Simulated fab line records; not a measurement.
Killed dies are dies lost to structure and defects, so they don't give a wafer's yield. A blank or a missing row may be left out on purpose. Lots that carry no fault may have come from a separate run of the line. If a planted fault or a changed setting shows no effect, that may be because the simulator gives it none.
Chamber matching + flow n5 finfet + N5_BEOL_M3_STRIP_36 on rie diel-01 has 3 sister chambers
The step strips in N2/H2. 16 wafers are shown with their chamber, then 4 later ones without.

WAFERS WITH THEIR CHAMBER
| wafer  | chamber | showerhead plenum p Torr (Torr) | throttle valve pct (%) | drypump motor current A (A) |
|--------|---------|---------------------------------|------------------------|-----------------------------|
| L077.1 | 0       | 2.61                            | 23.74                  | 6.0                         |
| L077.3 | 1       | 2.70                            | 23.24                  | 5.8                         |
| L077.5 | 0       | 2.61                            | 23.78                  | 6.0                         |
| L079.1 | 2       | 2.63                            | 24.19                  | 6.4                         |
| L079.4 | 2       | 2.63                            | 24.22                  | 6.3                         |
| L079.6 | 1       | 2.70                            | 23.27                  | 5.8                         |
| L078.1 | 1       | 2.70                            | 23.26                  | 5.8                         |
| L078.3 | 2       | 2.63                            | 24.20                  | 6.3                         |
| L078.6 | 2       | 2.63                            | 24.24                  | 6.4                         |
| L082.1 | 2       | 2.63                            | 24.23                  | 6.4                         |
| L082.4 | 1       | 2.70                            | 23.25                  | 5.8                         |
| L082.6 | 2       | 2.63                            | 24.24                  | 6.4                         |
| L084.3 | 1       | 2.69                            | 23.27                  | 5.8                         |
| L084.5 | 2       | 2.63                            | 24.23                  | 6.3                         |
| L084.6 | 1       | 2.69                            | 23.27                  | 5.8                         |
| L089.2 | 1       | 2.69                            | 23.29                  | 5.8                         |

SIGNATURES, as means of the wafers listed above
| reading                  | chamber 0 | chamber 1 | chamber 2 | scatter within a chamber |
|--------------------------|-----------|-----------|-----------|--------------------------|
| showerhead plenum p Torr | 2.6100    | 2.6957    | 2.6300    | 0.00363                  |
| throttle valve pct       | 23.7600   | 23.2643   | 24.2214   | 0.0189                   |
| drypump motor current A  | 6.000     | 5.800     | 6.357     | 0.0363                   |
Rule: a wafer lies at a distance from a chamber equal to the root of the sum of squares, over the readings, of (its reading less the chamber's mean, divided by the reading's scatter). The wafer belongs to the nearest chamber; if the next one is less than 2 further off, it can't be placed. How the scatter is found: for the shown wafers, subtract from each reading the mean of its chamber, square and add these, divide the total by (wafers less chambers), then take the root.

WAFERS WHOSE CHAMBER IS MISSING
| wafer  | showerhead plenum p Torr (Torr) | throttle valve pct (%) | drypump motor current A (A) |
|--------|---------------------------------|------------------------|-----------------------------|
| L095.1 | 2.60                            | 23.55                  | 6.0                         |
| L095.3 | 2.68                            | 23.29                  | 5.8                         |
| L095.4 | 2.68                            | 23.32                  | 5.8                         |
| L097.4 | 2.62                            | 24.27                  | 6.4                         |

WHICH CHAMBER EACH ONE RAN IN
| wafer  | from the rows above | in truth |
|--------|---------------------|----------|
| L095.1 | 0                   | 0        |
| L095.3 | 1                   | 1        |
| L095.4 | 1                   | 1        |
| L097.4 | 2                   | 2        |
Placed correctly: 4 of 4. Can't be placed from these rows: 0. Number placed wrongly: 0.
